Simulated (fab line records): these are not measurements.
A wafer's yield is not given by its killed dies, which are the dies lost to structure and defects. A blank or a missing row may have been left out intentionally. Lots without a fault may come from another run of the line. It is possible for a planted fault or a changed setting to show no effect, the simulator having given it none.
Lot-split experiment / flow n5-finfet / 7 lots, 21 wafers read, on a route of 1938 steps

== SPLIT DETAILS ==
At N5_FIN_CUT_ETCH_21 (etches SOC in N2/H2, target depth 219 nm, overetch 43.8 nm, time 523.5 s), the setting bias-w was moved away from the recipe's 61 W on 5 of the 21 wafers read, by -11.5% to +9.5%. The other wafers ran this setting at the recipe's value.

Reading taken at the split's own step.

== THE READING ==
rf-vpp-V, in V, at N5_FIN_CUT_ETCH_21 (etches SOC in N2/H2, target depth 219 nm, overetch 43.8 nm, time 523.5 s). Typical for fault-free wafers on this fab line: 240.9 V, with standard deviation 1.3 V.

wafer=L077.1; tool, chamber at the split=rie-diel-03, 2; bias-w as run, W=56.1; against the recipe=-8.0%; rf-vpp-V, V=227.8; against lot-mates on the recipe=-14.3
wafer=L077.4; tool, chamber at the split=rie-diel-03, 1; bias-w as run, W=61; against the recipe=recipe; rf-vpp-V, V=242.1; against lot-mates on the recipe=-
wafer=L077.6; tool, chamber at the split=rie-diel-03, 3; bias-w as run, W=56.1; against the recipe=-8.0%; rf-vpp-V, V=228.9; against lot-mates on the recipe=-13.2
wafer=L079.3; tool, chamber at the split=rie-diel-06, 0; bias-w as run, W=61; against the recipe=recipe; rf-vpp-V, V=240.4; against lot-mates on the recipe=-
wafer=L079.5; tool, chamber at the split=rie-diel-06, 0; bias-w as run, W=61; against the recipe=recipe; rf-vpp-V, V=236.8; against lot-mates on the recipe=-
wafer=L079.6; tool, chamber at the split=rie-diel-06, 2; bias-w as run, W=61; against the recipe=recipe; rf-vpp-V, V=239.2; against lot-mates on the recipe=-
wafer=L080.2; tool, chamber at the split=rie-diel-06, 0; bias-w as run, W=61; against the recipe=recipe; rf-vpp-V, V=239.8; against lot-mates on the recipe=-
wafer=L080.3; tool, chamber at the split=rie-diel-06, 1; bias-w as run, W=61; against the recipe=recipe; rf-vpp-V, V=241.2; against lot-mates on the recipe=-
wafer=L080.4; tool, chamber at the split=rie-diel-06, 2; bias-w as run, W=61; against the recipe=recipe; rf-vpp-V, V=240.0; against lot-mates on the recipe=-
wafer=L083.3; tool, chamber at the split=rie-diel-05, 2; bias-w as run, W=61; against the recipe=recipe; rf-vpp-V, V=240.4; against lot-mates on the recipe=-
wafer=L083.4; tool, chamber at the split=rie-diel-05, 0; bias-w as run, W=61; against the recipe=recipe; rf-vpp-V, V=239.1; against lot-mates on the recipe=-
wafer=L083.5; tool, chamber at the split=rie-diel-05, 2; bias-w as run, W=61; against the recipe=recipe; rf-vpp-V, V=241.0; against lot-mates on the recipe=-
wafer=L085.1; tool, chamber at the split=rie-diel-05, 3; bias-w as run, W=61; against the recipe=recipe; rf-vpp-V, V=244.4; against lot-mates on the recipe=-
wafer=L085.5; tool, chamber at the split=rie-diel-05, 0; bias-w as run, W=61; against the recipe=recipe; rf-vpp-V, V=241.8; against lot-mates on the recipe=-
wafer=L085.6; tool, chamber at the split=rie-diel-05, 3; bias-w as run, W=61; against the recipe=recipe; rf-vpp-V, V=241.2; against lot-mates on the recipe=-
wafer=L088.1; tool, chamber at the split=rie-diel-06, 1; bias-w as run, W=61; against the recipe=recipe; rf-vpp-V, V=242.4; against lot-mates on the recipe=-
wafer=L088.5; tool, chamber at the split=rie-diel-06, 3; bias-w as run, W=61; against the recipe=recipe; rf-vpp-V, V=241.7; against lot-mates on the recipe=-
wafer=L088.6; tool, chamber at the split=rie-diel-06, 0; bias-w as run, W=66.82; against the recipe=+9.5%; rf-vpp-V, V=253.9; against lot-mates on the recipe=+11.8
wafer=L090.1; tool, chamber at the split=rie-diel-03, 0; bias-w as run, W=61; against the recipe=recipe; rf-vpp-V, V=240.9; against lot-mates on the recipe=-
wafer=L090.3; tool, chamber at the split=rie-diel-03, 1; bias-w as run, W=53.98; against the recipe=-11.5%; rf-vpp-V, V=223.8; against lot-mates on the recipe=-17.1
wafer=L090.4; tool, chamber at the split=rie-diel-03, 3; bias-w as run, W=53.98; against the recipe=-11.5%; rf-vpp-V, V=223.6; against lot-mates on the recipe=-17.3

THE FIT
A straight line over all 21 wafers: rf-vpp-V changes by +1.47 V for each +1% of bias-w; r = +0.98; the points scatter about the line by 1.5 V.
The same after taking each lot's own level away (the mean of its wafers on the recipe; 21 wafers): +1.49 V for each +1%; r = +0.99; scatter 1.2 V.
On that fit, the largest move of bias-w shifts the reading by 17 V.
The span of the lots' own levels, 238.80 to 242.47 V, comes to 2.8 times the standard deviation stated above.
So the lot-to-lot level changes the slope little: the two slopes agree.
Check: for one of the wafers moved furthest among these (-11.5%), held out of the fit, the line's prediction against its lot-mates is -17.5 V. It came out at -17.1 V against them.
Tool readings at the split's step, against how far the setting was moved: rf-vpp-V r = +0.98.

== THE OTHER SPLITS THESE WAFERS WENT THROUGH ==
Other splits were also applied to these wafers ahead of the reading. Each is held against what the fit with the lots' levels taken away leaves over:
other split on the same wafers=N5_ZERO_LAYER_EXPOSE_08 dose-mj; wafers away from the commonest value=5; r with rf-vpp-V (lot level and that fit taken away)=-0.05
other split on the same wafers=N5_ZERO_LAYER_PEB_09 peb-time-s; wafers away from the commonest value=as run: not given for these wafers; r with rf-vpp-V (lot level and that fit taken away)=-
other split on the same wafers=N5_FIN_SAQP_HM_DEP_72 time-s; wafers away from the commonest value=10; r with rf-vpp-V (lot level and that fit taken away)=-0.22
other split on the same wafers=N5_FIN_SAQP_COAT_50 spin-rpm; wafers away from the commonest value=4; r with rf-vpp-V (lot level and that fit taken away)=+0.17
other split on the same wafers=N5_FIN_CUT_COAT_02 spin-rpm; wafers away from the commonest value=7; r with rf-vpp-V (lot level and that fit taken away)=-0.10

== FILE'S OWN FIT ==
rf-vpp-V changes by +1.46 V for each +1% of bias-w, r = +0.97.
